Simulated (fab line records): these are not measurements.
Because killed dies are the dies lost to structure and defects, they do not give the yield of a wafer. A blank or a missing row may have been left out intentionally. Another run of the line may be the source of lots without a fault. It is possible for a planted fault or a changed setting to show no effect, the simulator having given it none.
fab line records	flow n5Finfet
record: lots: 24	wafers: 72	lastDay: 21
route steps=1938 shown BEOL_M13@1689 BEOL_M14@1727
lots untouched by any fault: they come from a run of this same line in which no faults occurred
startH: hours from the record's first day to the start of the lot's first wafer shown	waitH: how many hours have passed since the lot's step before this one	" unchanged from the row above	L1.1+2: a row that stands for several wafers	- no value present, or no start provided	* or withheld: withheld	< > ~ a bound
route shown NAME@n: NAME is a module with steps in the file, n the number in the route of the first one	usual: mean and standard deviation over wafers with no fault	same: alike in all rows	chamber/n: place in a boat	sites: each site's reading	_std_site: the values' standard deviation	_edge_site: inner sites' mean taken away from outer sites' mean	radiusMm: how far each site lies from the wafer's centre	mask NAME#n: copy n	behind: the most recent tool/chamber to have shaped the wafer	hold: why the lot went on hold/how many hours it stayed there/how the hold came to an end	device: whichever transistor did not switch (one of n, p or np)	end of line: tests of these same wafers at the route's end	step lacking rows: just its recipe	killed: count of dies lost to structure and defects at first sort (not the wafer's yield)	map: per-die view of a wafer (x killed, . not killed, _ where there is no die)
set.NAME: the setting as run; set.NAME@STEP: as run at that earlier step	model.NAME: the simulator's own value behind a step, which no gauge read
route steps across a sampled set of lots; one table per step, one row per wafer
services: the hour from which a tool's chamber was out of use, counted from the record's first day as startH (under 0 if before that day), plus the number of hours and why
== steps ==
step: N5_BEOL_M13_CD_MEAS_28
recipe: targetCdNm: 209.5	landingEnergyEv: 500	detector: seInlens
usual: cdNm: 209.3/1.5
lot.wafer	tool	chamber	startH	waitH	cdNm
L074.1	cdSem-02	0	316.78	-	208.6
L074.4	"	0	"	"	212.5
L074.6	"	0	"	"	210.0
L077.2	cdSem-02	0	333.57	-	208.0
L077.3	"	0	"	"	209.7
L077.5	"	0	"	"	206.8
L075.2	cdSem-01	0	338.53	-	208.5
L075.3	"	0	"	"	210.5
L075.4	"	0	"	"	212.5
L076.2	cdSem-02	0	343.55	-	209.9
L076.4	"	0	"	"	208.0
L076.6	"	0	"	"	210.3
L078.2	cdSem-02	0	350.48	-	210.1
L078.4	"	0	"	"	208.4
L078.5	"	0	"	"	210.0
L080.2	cdSem-03	0	360.79	-	210.9
L080.4	"	0	"	"	210.3
L080.5	"	0	"	"	209.9
L082.3	cdSem-02	0	364.45	-	206.5
L082.4	"	0	"	"	209.3
L082.6	"	0	"	"	208.1
L079.4	cdSem-02	0	377.02	-	211.6
L079.5	"	0	"	"	208.5
L079.6	"	0	"	"	207.3
L086.2	cdSem-03	0	392.57	-	208.9
L086.3	"	0	"	"	210.7
L086.4	"	0	"	"	209.6
L081.3	cdSem-02	0	399.04	-	209.8
L081.5	"	0	"	"	208.9
L081.6	"	0	"	"	210.1
L083.2	cdSem-03	0	404.01	-	211.3
L083.3	"	0	"	"	211.5
L083.6	"	0	"	"	208.9
L084.1	cdSem-01	0	404.34	-	210.3
L084.4	"	0	"	"	211.1
L084.5	"	0	"	"	209.0
L090.3	cdSem-02	0	413.57	-	209.8
L090.4	"	0	"	"	210.2
L090.6	"	0	"	"	210.3
L085.2	cdSem-01	0	414.28	-	210.1
L085.3	"	0	"	"	209.8
L085.4	"	0	"	"	207.7
L089.1	cdSem-01	0	429.44	-	209.1
L089.2	"	0	"	"	208.8
L089.4	"	0	"	"	209.5
L087.1	cdSem-03	0	432.54	-	208.1
L087.2	"	0	"	"	205.8
L087.6	"	0	"	"	208.3
L088.2	cdSem-01	0	432.87	-	211.2
L088.5	"	0	"	"	208.0
L088.6	"	0	"	"	206.4
L091.3	cdSem-02	0	437.23	-	208.5
L091.4	"	0	"	"	212.0
L091.5	"	0	"	"	210.1
L096.1	cdSem-02	0	448.01	-	208.9
L096.2	"	0	"	"	209.6
L096.5	"	0	"	"	209.7
L092.2	cdSem-03	0	452.06	-	210.5
L092.3	"	0	"	"	208.7
L092.5	"	0	"	"	211.0
L094.2	cdSem-02	0	452.61	-	209.2
L094.3	"	0	"	"	207.7
L094.4	"	0	"	"	209.2
L093.2	cdSem-02	0	461.25	-	209.2
L093.3	"	0	"	"	207.0
L093.6	"	0	"	"	207.2
L095.1	cdSem-01	0	461.78	-	208.3
L095.2	"	0	"	"	209.1
L095.6	"	0	"	"	206.9
L097.4	cdSem-03	0	468.64	-	209.3
L097.5	"	0	"	"	209.3
L097.6	"	0	"	"	208.7
step: N5_BEOL_M13_ANNEAL_48
recipe: tempC: 225	timeS: 90	ambient: N2
usual: wafer_temp_C_max: 226.09/0.29
lot.wafer	tool	chamber	startH	waitH	wafer_temp_C_max
L074.1	rtpAnneal-01	0	325.39	0.2	226.14
L074.4	"	0	"	"	225.46
L074.6	"	0	"	"	226.07
L077.2	rtpAnneal-01	0	338.93	0.2	226.79
L077.3	"	0	"	"	225.83
L077.5	"	0	"	"	226.23
L075.2	rtpAnneal-02	0	341.84	0.4	225.68
L075.3	"	0	"	"	226.04
L075.4	"	0	"	"	226.06
L076.2	rtpAnneal-01	0	347.26	0.3	226.28
L076.4	"	0	"	"	226.84
L076.6	"	0	"	"	226.46
L078.2	rtpAnneal-01	0	354.36	0.2	225.98
L078.4	"	0	"	"	225.76
L078.5	"	0	"	"	225.92
L080.2	rtpAnneal-02	0	362.60	0.2	225.95
L080.4	"	0	"	"	226.02
L080.5	"	0	"	"	225.79
L082.3	rtpAnneal-01	0	375.08	0.3	226.49
L082.4	"	0	"	"	226.05
L082.6	"	0	"	"	226.30
L079.4	rtpAnneal-01	0	381.53	0.2	226.28
L079.5	"	0	"	"	226.73
L079.6	"	0	"	"	226.14
L086.2	rtpAnneal-01	0	396.98	0.2	226.24
L086.3	"	0	"	"	226.10
L086.4	"	0	"	"	226.32
L081.3	rtpAnneal-02	0	401.94	0.2	226.01
L081.5	"	0	"	"	225.80
L081.6	"	0	"	"	225.94
L083.2	rtpAnneal-02	0	407.12	0.2	225.94
L083.3	"	0	"	"	226.18
L083.6	"	0	"	"	225.82
L084.1	rtpAnneal-01	0	407.33	0.1	226.34
L084.4	"	0	"	"	226.11
L084.5	"	0	"	"	226.25
L090.3	rtpAnneal-01	0	419.28	0.2	225.89
L090.4	"	0	"	"	225.89
L090.6	"	0	"	"	226.40
L085.2	rtpAnneal-01	0	419.51	0.2	226.28
L085.3	"	0	"	"	226.60
L085.4	"	0	"	"	226.56
L089.1	rtpAnneal-02	0	435.69	0.1	226.20
L089.2	"	0	"	"	226.17
L089.4	"	0	"	"	225.78
L087.1	rtpAnneal-02	0	437.37	0.2	226.29
L087.2	"	0	"	"	225.95
L087.6	"	0	"	"	225.64
L088.2	rtpAnneal-01	0	437.98	0.5	226.28
L088.5	"	0	"	"	225.68
L088.6	"	0	"	"	226.35
L091.3	rtpAnneal-02	0	443.47	0.2	226.14
L091.4	"	0	"	"	225.71
L091.5	"	0	"	"	225.72
L096.1	rtpAnneal-01	0	451.72	0.1	226.04
L096.2	"	0	"	"	226.06
L096.5	"	0	"	"	226.46
L092.2	rtpAnneal-01	0	456.32	0.7	226.22
L092.3	"	0	"	"	226.11
L092.5	"	0	"	"	226.48
L094.2	rtpAnneal-01	0	458.28	0.2	226.06
L094.3	"	0	"	"	225.71
L094.4	"	0	"	"	225.88
L093.2	rtpAnneal-02	0	463.87	0.7	225.61
L093.3	"	0	"	"	225.96
L093.6	"	0	"	"	225.56
L095.1	rtpAnneal-02	0	464.10	0.6	225.71
L095.2	"	0	"	"	225.84
L095.6	"	0	"	"	225.82
L097.4	rtpAnneal-01	0	474.92	0.3	226.62
L097.5	"	0	"	"	226.52
L097.6	"	0	"	"	226.16
step: N5_BEOL_M14_OVL_MEAS_11
recipe: pointsPerWafer: 44
usual: V13_OVL: -3/5
same: pointsPerWafer: 44
lot.wafer	tool	chamber	startH	waitH	V13_OVL[nm]
L074.1	overlay-02	0	326.70	0.0	-13
L074.4	"	0	"	"	-12
L074.6	"	0	"	"	-9
L077.2	overlay-01	0	340.32	0.0	-10
L077.3	"	0	"	"	3
L077.5	"	0	"	"	11
L075.2	overlay-01	0	343.28	0.0	-4
L075.3	"	0	"	"	-3
L075.4	"	0	"	"	1
L076.2	overlay-01	0	348.73	0.0	2
L076.4	"	0	"	"	-9
L076.6	"	0	"	"	-1
L078.2	overlay-02	0	355.64	0.0	0
L078.4	"	0	"	"	6
L078.5	"	0	"	"	-6
L080.2	overlay-01	0	363.88	0.0	0
L080.4	"	0	"	"	-3
L080.5	"	0	"	"	-2
L082.3	overlay-02	0	376.30	0.0	3
L082.4	"	0	"	"	-7
L082.6	"	0	"	"	-2
L079.4	overlay-02	0	382.83	0.0	-3
L079.5	"	0	"	"	-9
L079.6	"	0	"	"	-6
L086.2	overlay-02	0	398.25	0.0	-6
L086.3	"	0	"	"	0
L086.4	"	0	"	"	-3
L081.3	overlay-02	0	403.17	0.0	-9
L081.5	"	0	"	"	-1
L081.6	"	0	"	"	-12
L083.2	overlay-02	0	408.51	0.0	0
L083.3	"	0	"	"	-5
L083.6	"	0	"	"	-3
L084.1	overlay-01	0	408.95	0.0	-7
L084.4	"	0	"	"	-3
L084.5	"	0	"	"	-7
L090.3	overlay-02	0	420.51	0.0	-7
L090.4	"	0	"	"	5
L090.6	"	0	"	"	2
L085.2	overlay-02	0	420.77	0.0	-2
L085.3	"	0	"	"	-9
L085.4	"	0	"	"	-6
L089.1	overlay-02	0	437.00	0.0	-5
L089.2	"	0	"	"	5
L089.4	"	0	"	"	1
L087.1	overlay-02	0	438.69	0.0	0
L087.2	"	0	"	"	0
L087.6	"	0	"	"	3
L088.2	overlay-02	0	439.38	0.0	5
L088.5	"	0	"	"	1
L088.6	"	0	"	"	-5
L091.3	overlay-02	0	444.69	0.0	-2
L091.4	"	0	"	"	0
L091.5	"	0	"	"	0
L096.1	overlay-02	0	453.51	0.0	-11
L096.2	"	0	"	"	-8
L096.5	"	0	"	"	-12
L092.2	overlay-02	0	457.71	0.0	2
L092.3	"	0	"	"	-3
L092.5	"	0	"	"	1
L094.2	overlay-02	0	459.67	0.0	4
L094.3	"	0	"	"	-4
L094.4	"	0	"	"	2
L093.2	overlay-02	0	465.14	0.0	1
L093.3	"	0	"	"	-8
L093.6	"	0	"	"	-2
L095.1	overlay-02	0	465.45	0.0	5
L095.2	"	0	"	"	-4
L095.6	"	0	"	"	-3
L097.4	overlay-02	0	476.09	0.0	-2
L097.5	"	0	"	"	-2
L097.6	"	0	"	"	-2
step: N5_BEOL_M14_STRIP_63
recipe: chemistry: O2	powerW: 600	tempC: 60	pressureMtorr: 30	rfFrequencyHz: 6e+07	biasPowerW: 0	overashFraction: 0.3	o2FlowSccm: 225
usual: drypumpMotorCurrentA: 5.68/0.19	oesProductAu: 0.79/0.075	rfVppV: 3.7/0.84	showerheadPlenumPTorr: 2.06/0.065	throttleValvePct: 16.67/0.28
lot.wafer	tool	chamber	startH	waitH	drypumpMotorCurrentA	oesProductAu	rfHoursCounterH	rfVppV	showerheadPlenumPTorr	throttleValvePct
L074.1	rieDiel-04	2	-	-	5.43	0.91	27	2.7	2.15	16.46
L074.4	"	1	"	"	5.90	0.88	46	4.3	2.05	16.52
L074.6	"	3	"	"	5.23	0.70	-	4.5	2.17	17.17
L077.2	rieDiel-03	3	-	-	5.65	0.73	182	4.0	1.96	16.52
L077.3	"	1	"	"	5.78	0.72	177	4.0	2.01	16.99
L077.5	"	3	"	"	5.67	0.74	-	3.1	1.96	16.51
L075.2	rieDiel-04	2	-	-	5.38	0.89	32	3.3	2.15	16.50
L075.3	"	1	"	"	5.89	0.85	52	3.2	2.05	16.53
L075.4	"	0	"	"	5.82	0.85	65	2.9	2.06	16.87
L076.2	rieDiel-01	2	-	-	5.61	0.70	221	3.2	2.07	17.12
L076.4	"	0	"	"	5.74	0.78	148	6.1	2.00	16.63
L076.6	"	3	"	"	5.88	0.85	-	2.6	2.03	16.20
L078.2	rieDiel-01	1	-	-	5.55	0.78	130	4.1	2.16	16.61
L078.4	"	3	"	"	5.90	0.86	47	2.4	2.02	16.20
L078.5	"	3	"	"	5.86	0.87	-	2.8	2.02	16.17
L080.2	rieDiel-04	2	-	-	5.40	0.89	39	3.1	2.14	16.51
L080.4	"	3	"	"	5.24	0.69	226	2.5	2.17	17.20
L080.5	"	1	"	"	5.94	0.85	-	3.7	2.05	16.53
L082.3	rieDiel-01	2	-	-	5.64	0.69	230	3.6	2.06	17.19
L082.4	"	1	"	"	5.55	0.76	136	2.8	2.16	16.68
L082.6	"	3	"	"	5.89	0.85	-	4.4	2.02	16.21
L079.4	rieDiel-03	3	-	-	5.64	0.73	199	3.4	1.96	16.56
L079.5	"	1	"	"	5.76	0.71	-	4.0	2.00	17.00
L079.6	"	0	"	"	5.52	0.91	-	5.0	2.07	16.42
L086.2	rieDiel-03	1	-	-	5.80	0.71	199	3.2	2.00	17.01
L086.3	"	0	"	"	5.53	0.89	22	4.4	2.06	16.45
L086.4	"	3	"	"	5.63	0.72	-	5.1	1.95	16.59
L081.3	rieDiel-03	0	-	-	5.53	0.88	25	3.7	2.06	16.44
L081.5	"	3	"	"	5.65	0.72	-	3.1	1.95	16.57
L081.6	"	1	"	"	5.76	0.72	-	3.6	2.00	16.99
L083.2	rieDiel-01	0	-	-	5.75	0.75	169	5.0	1.99	16.71
L083.3	"	3	"	"	5.85	0.83	66	3.1	2.02	16.20
L083.6	"	1	"	"	5.54	0.76	-	3.5	2.15	16.67
L084.1	rieDiel-01	1	-	-	5.56	0.76	149	3.7	2.15	16.68
L084.4	"	0	"	"	5.74	0.75	169	4.1	1.99	16.68
L084.5	"	1	"	"	5.58	0.76	-	3.7	2.15	16.70
L090.3	rieDiel-04	2	-	-	5.40	0.86	58	1.9	2.14	16.53
L090.4	"	2	"	"	5.44	0.85	-	2.6	2.14	16.55
L090.6	"	0	"	"	5.88	0.80	-	3.4	2.05	16.91
L085.2	rieDiel-01	3	-	-	5.86	0.84	72	3.8	2.02	16.25
L085.3	"	0	"	"	5.74	0.74	174	5.0	1.99	16.70
L085.4	"	2	"	"	5.63	0.68	248	5.3	2.06	17.23
L089.1	rieDiel-01	0	-	-	5.71	0.75	181	3.0	1.99	16.70
L089.2	"	3	"	"	5.86	0.83	79	3.7	2.01	16.25
L089.4	"	0	"	"	5.73	0.76	-	2.4	1.99	16.71
L087.1	rieDiel-01	0	-	-	5.73	0.75	182	2.7	1.99	16.70
L087.2	"	1	"	"	5.55	0.77	157	4.5	2.15	16.73
L087.6	"	1	"	"	5.57	0.75	-	3.1	2.15	16.71
L088.2	rieDiel-04	1	-	-	5.90	0.82	86	3.8	2.04	16.58
L088.5	"	1	"	"	5.90	0.83	-	3.1	2.04	16.59
L088.6	"	2	"	"	5.44	0.85	-	3.7	2.13	16.54
L091.3	rieDiel-01	0	-	-	5.72	0.76	185	3.3	1.99	16.70
L091.4	"	0	"	"	5.70	0.76	-	4.6	1.99	16.72
L091.5	"	1	"	"	5.55	0.76	-	3.9	2.15	16.73
L096.1	rieDiel-04	2	-	-	5.40	0.85	72	4.2	2.13	16.57
L096.2	"	3	"	"	5.22	0.66	247	2.6	2.16	17.21
L096.5	"	3	"	"	5.21	0.67	-	2.9	2.16	17.26
L092.2	rieDiel-03	2	-	-	5.95	0.91	15	3.6	2.13	16.41
L092.3	"	0	"	"	5.52	0.85	48	2.7	2.06	16.48
L092.5	"	1	"	"	5.75	0.69	-	4.3	1.99	17.06
L094.2	rieDiel-03	1	-	-	5.76	0.68	222	4.8	1.99	17.04
L094.3	"	2	"	"	5.97	0.92	16	4.3	2.13	16.44
L094.4	"	3	"	"	5.65	0.70	229	3.1	1.95	16.64
L093.2	rieDiel-03	3	-	-	5.65	0.71	232	4.9	1.94	16.62
L093.3	"	0	"	"	5.52	0.84	52	3.1	2.05	16.50
L093.6	"	3	"	"	5.65	0.71	-	3.9	1.95	16.61
L095.1	rieDiel-03	0	-	-	5.51	0.83	52	3.8	2.05	16.47
L095.2	"	2	"	"	5.95	0.91	19	3.7	2.13	16.38
L095.6	"	0	"	"	5.52	0.84	-	2.8	2.05	16.46
L097.4	rieDiel-04	1	-	-	5.89	0.82	-	5.6	2.03	16.64
L097.5	"	2	"	"	5.43	0.84	-	4.0	2.13	16.55
L097.6	"	0	"	"	5.85	0.79	-	5.2	2.04	16.94
step: N5_BEOL_M14_CD_MEAS_28
recipe: targetCdNm: 284.4	landingEnergyEv: 500	detector: seInlens
usual: cdNm: 285.8/2.4
lot.wafer	tool	chamber	startH	waitH	cdNm
L074.1	cdSem-02	0	327.71	-	284.2
L074.4	"	0	"	"	289.6
L074.6	"	0	"	"	284.9
L077.2	cdSem-02	0	341.20	-	286.2
L077.3	"	0	"	"	287.6
L077.5	"	0	"	"	286.1
L075.2	cdSem-02	0	344.23	-	283.6
L075.3	"	0	"	"	283.4
L075.4	"	0	"	"	288.8
L076.2	cdSem-02	0	349.70	-	285.5
L076.4	"	0	"	"	289.9
L076.6	"	0	"	"	286.7
L078.2	cdSem-02	0	356.46	-	288.0
L078.4	"	0	"	"	288.3
L078.5	"	0	"	"	289.1
L080.2	cdSem-03	0	364.83	-	283.0
L080.4	"	0	"	"	288.6
L080.5	"	0	"	"	284.4
L082.3	cdSem-03	0	377.12	-	288.2
L082.4	"	0	"	"	285.8
L082.6	"	0	"	"	284.4
L079.4	cdSem-02	0	383.78	-	286.9
L079.5	"	0	"	"	285.0
L079.6	"	0	"	"	284.5
L086.2	cdSem-03	0	399.10	-	283.5
L086.3	"	0	"	"	283.4
L086.4	"	0	"	"	281.3
L081.3	cdSem-01	0	404.10	-	282.5
L081.5	"	0	"	"	284.0
L081.6	"	0	"	"	280.9
L083.2	cdSem-03	0	409.33	-	286.8
L083.3	"	0	"	"	285.5
L083.6	"	0	"	"	284.8
L084.1	cdSem-02	0	409.78	-	285.3
L084.4	"	0	"	"	284.6
L084.5	"	0	"	"	283.3
L090.3	cdSem-01	0	421.46	-	285.4
L090.4	"	0	"	"	285.0
L090.6	"	0	"	"	285.9
L085.2	cdSem-02	0	421.59	-	288.5
L085.3	"	0	"	"	288.6
L085.4	"	0	"	"	288.7
L089.1	cdSem-02	0	438.04	-	282.2
L089.2	"	0	"	"	282.5
L089.4	"	0	"	"	281.2
L087.1	cdSem-01	0	439.64	-	287.1
L087.2	"	0	"	"	287.1
L087.6	"	0	"	"	287.3
L088.2	cdSem-02	0	440.32	-	284.9
L088.5	"	0	"	"	283.6
L088.6	"	0	"	"	284.6
L091.3	cdSem-02	0	445.56	-	283.0
L091.4	"	0	"	"	285.1
L091.5	"	0	"	"	284.5
L096.1	cdSem-01	0	454.56	-	289.4
L096.2	"	0	"	"	289.1
L096.5	"	0	"	"	287.2
L092.2	cdSem-02	0	458.53	-	288.0
L092.3	"	0	"	"	291.0
L092.5	"	0	"	"	289.3
L094.2	cdSem-02	0	460.79	-	285.8
L094.3	"	0	"	"	283.3
L094.4	"	0	"	"	285.1
L093.2	cdSem-02	0	466.67	-	284.9
L093.3	"	0	"	"	283.3
L093.6	"	0	"	"	285.5
L095.1	cdSem-01	0	467.14	-	287.2
L095.2	"	0	"	"	285.9
L095.6	"	0	"	"	288.1
L097.4	cdSem-01	0	477.49	-	287.4
L097.5	"	0	"	"	287.9
L097.6	"	0	"	"	283.1
step: N5_BEOL_M14_ETCH_68
recipe: chemistry: N2/H2	target: SOC	maskMaterial: SiARC	sourceW: 3000	biasW: 350	tempC: 40	timeS: 450	ionEnergyEv: 200	pressureMtorr: 30	n2FlowSccm: 200	h2FlowSccm: 200
usual: drypumpMotorCurrentA: 5.68/0.19	h2FlowSccm: 200.0/0.56	oesProductAu: 0.79/0.081	rfFwdPowerW: 2996/9.2	rfVppV: 522.7/2.4	showerheadPlenumPTorr: 2.49/0.083	throttleValvePct: 17.8/0.31
lot.wafer	tool	chamber	startH	waitH	drypumpMotorCurrentA	h2FlowSccm	oesProductAu	rfFwdPowerW	rfHoursCounterH	rfVppV	showerheadPlenumPTorr	throttleValvePct
L074.1	rieDiel-01	2	328.00	0.1	5.66	199.8	0.71	3002	213	522.5	2.53	18.4
L074.4	"	1	"	"	5.54	200.3	0.78	3001	120	526.7	2.66	17.9
L074.6	"	1	"	"	5.55	200.1	0.79	2992	-	525.8	2.66	17.9
L077.2	rieDiel-03	3	341.47	0.1	5.68	199.7	0.73	2985	183	522.2	2.40	17.6
L077.3	"	1	"	"	5.77	200.2	0.73	2973	177	521.3	2.42	18.0
L077.5	"	1	"	"	5.78	200.0	0.72	2993	-	520.7	2.42	18.0
L075.2	rieDiel-04	0	344.50	0.1	5.86	200.4	0.84	3003	65	521.7	2.46	17.7
L075.3	"	2	"	"	5.39	200.3	0.90	2986	32	523.9	2.61	17.7
L075.4	"	3	"	"	5.25	201.3	0.70	2999	220	526.7	2.62	18.3
L076.2	rieDiel-01	3	349.97	0.1	5.90	199.6	0.87	2992	45	523.0	2.48	17.5
L076.4	"	1	"	"	5.53	199.9	0.79	2988	128	527.7	2.65	17.9
L076.6	"	2	"	"	5.65	199.5	0.70	3000	-	523.5	2.52	18.4
L078.2	rieDiel-03	1	356.72	0.1	5.78	200.5	0.74	2997	185	521.3	2.41	18.0
L078.4	"	3	"	"	5.67	200.0	0.73	3001	190	520.4	2.40	17.6
L078.5	"	1	"	"	5.80	199.7	0.72	2984	-	521.5	2.41	18.0
L080.2	rieDiel-04	0	365.10	0.1	5.85	200.7	0.82	2981	73	523.4	2.46	17.7
L080.4	"	3	"	"	5.24	200.9	0.70	3008	226	525.6	2.62	18.3
L080.5	"	3	"	"	5.26	200.2	0.70	3007	-	526.5	2.62	18.3
L082.3	rieDiel-03	1	377.39	0.1	5.77	200.6	0.72	3001	191	520.4	2.41	18.0
L082.4	"	0	"	"	5.52	200.9	0.93	3005	14	522.3	2.47	17.3
L082.6	"	1	"	"	5.79	200.4	0.72	2990	-	521.1	2.41	18.0
L079.4	rieDiel-04	1	384.05	0.1	5.95	200.0	0.85	2994	66	523.4	2.48	17.7
L079.5	"	1	"	"	5.94	200.4	0.84	3005	-	521.4	2.48	17.7
L079.6	"	2	"	"	5.41	199.8	0.89	2989	-	526.6	2.61	17.7
L086.2	rieDiel-03	0	399.37	0.1	5.51	199.1	0.91	2989	23	522.9	2.47	17.3
L086.3	"	1	"	"	5.77	200.3	0.73	2993	199	519.0	2.41	18.0
L086.4	"	0	"	"	5.53	199.7	0.90	2993	-	521.8	2.47	17.3
L081.3	rieDiel-01	0	404.37	0.1	5.72	200.2	0.77	2993	167	519.5	2.43	17.8
L081.5	"	2	"	"	5.64	200.6	0.70	3001	-	522.3	2.51	18.4
L081.6	"	3	"	"	5.87	200.0	0.86	3015	-	521.7	2.48	17.5
L083.2	rieDiel-01	3	409.60	0.1	5.86	199.3	0.85	2998	66	523.0	2.48	17.5
L083.3	"	2	"	"	5.63	200.6	0.69	3001	242	522.8	2.51	18.4
L083.6	"	0	"	"	5.73	201.0	0.76	2993	-	520.5	2.43	17.8
L084.1	rieDiel-01	2	410.25	0.1	5.63	200.0	0.69	2985	243	522.8	2.51	18.4
L084.4	"	3	"	"	5.88	200.5	0.84	2993	-	521.4	2.48	17.5
L084.5	"	0	"	"	5.73	199.5	0.76	2983	-	519.3	2.43	17.8
L090.3	rieDiel-01	0	421.73	0.1	5.74	199.6	0.76	2981	174	520.6	2.43	17.8
L090.4	"	1	"	"	5.56	199.9	0.76	2999	150	527.7	2.64	18.0
L090.6	"	1	"	"	5.57	199.2	0.76	2989	-	527.7	2.64	18.0
L085.2	rieDiel-03	2	421.86	0.1	5.95	199.0	0.98	3000	1	525.8	2.60	17.5
L085.3	"	0	"	"	5.53	200.3	0.87	3010	32	522.4	2.46	17.3
L085.4	"	2	"	"	5.96	200.7	0.98	2978	-	525.7	2.60	17.5
L089.1	rieDiel-01	1	438.31	0.1	5.56	200.3	0.76	3004	157	526.7	2.64	18.0
L089.2	"	3	"	"	5.89	198.6	0.83	3005	79	520.6	2.47	17.5
L089.4	"	1	"	"	5.56	201.1	0.76	3000	-	527.3	2.64	18.0
L087.1	rieDiel-01	0	439.91	0.1	5.74	199.7	0.75	2988	182	519.9	2.43	17.9
L087.2	"	3	"	"	5.88	200.1	0.84	2989	80	519.7	2.47	17.5
L087.6	"	1	"	"	5.54	199.8	0.75	3014	-	527.7	2.64	18.0
L088.2	rieDiel-04	3	440.70	0.1	5.25	200.4	0.69	3011	242	526.3	2.61	18.3
L088.5	"	1	"	"	5.92	199.8	0.81	3021	-	521.9	2.47	17.8
L088.6	"	2	"	"	5.43	199.9	0.86	2996	-	523.9	2.60	17.8
L091.3	rieDiel-03	1	445.83	0.1	5.78	199.0	0.70	2998	216	520.5	2.40	18.0
L091.4	"	2	"	"	5.98	199.8	0.94	3008	11	525.8	2.60	17.5
L091.5	"	0	"	"	5.50	200.5	0.86	2984	-	521.2	2.46	17.4
L096.1	rieDiel-03	2	454.83	0.1	5.98	200.4	0.93	3007	14	526.1	2.60	17.5
L096.2	"	1	"	"	5.78	200.2	0.70	2996	219	520.1	2.40	18.0
L096.5	"	1	"	"	5.79	199.8	0.70	2989	-	520.7	2.40	18.0
L092.2	rieDiel-03	0	458.80	0.1	5.54	199.7	0.84	2997	48	521.0	2.46	17.4
L092.3	"	1	"	"	5.77	199.9	0.70	2989	222	521.0	2.40	18.0
L092.5	"	1	"	"	5.76	199.5	0.70	2984	-	520.3	2.40	18.1
L094.2	rieDiel-03	1	461.06	0.1	5.78	199.7	0.69	2985	223	519.2	2.40	18.1
L094.3	"	0	"	"	5.50	200.9	0.84	2998	49	523.3	2.46	17.4
L094.4	"	3	"	"	5.66	200.3	0.70	2996	230	519.9	2.38	17.7
L093.2	rieDiel-04	2	466.96	0.1	5.43	200.4	0.86	2993	77	523.3	2.59	17.8
L093.3	"	0	"	"	5.85	200.7	0.79	2995	109	521.8	2.44	17.8
L093.6	"	3	"	"	5.24	199.8	0.69	3007	-	525.1	2.61	18.3
L095.1	rieDiel-03	2	467.41	0.1	5.96	200.2	0.90	2980	19	525.8	2.59	17.5
L095.2	"	0	"	"	5.52	199.4	0.83	2994	53	520.9	2.45	17.4
L095.6	"	0	"	"	5.52	200.0	0.84	2997	-	521.9	2.45	17.4
L097.4	rieDiel-04	1	477.92	0.1	5.89	199.2	0.80	3008	-	521.3	2.47	17.8
L097.5	"	0	"	"	5.86	200.7	0.79	2988	-	522.1	2.44	17.8
L097.6	"	2	"	"	5.39	200.0	0.85	2992	-	523.4	2.59	17.8
== services ==
tool	chamber	startH	hours	kind
rieDiel-03	0	309.46	-	clean
rieDiel-03	0	309.46	-	consumableReplace:focusRing
rieDiel-03	0	309.46	30.7	scheduledDown
rieDiel-03	0	309.46	30.7	ventCycle
rieDiel-04	2	332.82	4.0	repair
rieDiel-03	2	390.73	-	clean
rieDiel-03	2	390.73	-	consumableReplace:focusRing
rieDiel-03	2	390.73	25.9	scheduledDown
rieDiel-03	2	390.73	25.9	ventCycle
rieDiel-01	0	394.03	3.4	repair
rieDiel-04	3	403.00	26.1	repair
rieDiel-01	1	409.37	8.5	repair
rieDiel-03	1	417.77	8.0	repair
rieDiel-01	2	426.22	-	clean
rieDiel-01	2	426.22	-	consumableReplace:focusRing
rieDiel-01	2	426.22	24.0	scheduledDown
rieDiel-01	2	426.22	24.0	ventCycle
rieDiel-03	2	439.39	1.4	repair
rieDiel-04	3	476.30	4.0	repair
== key ==
fault none
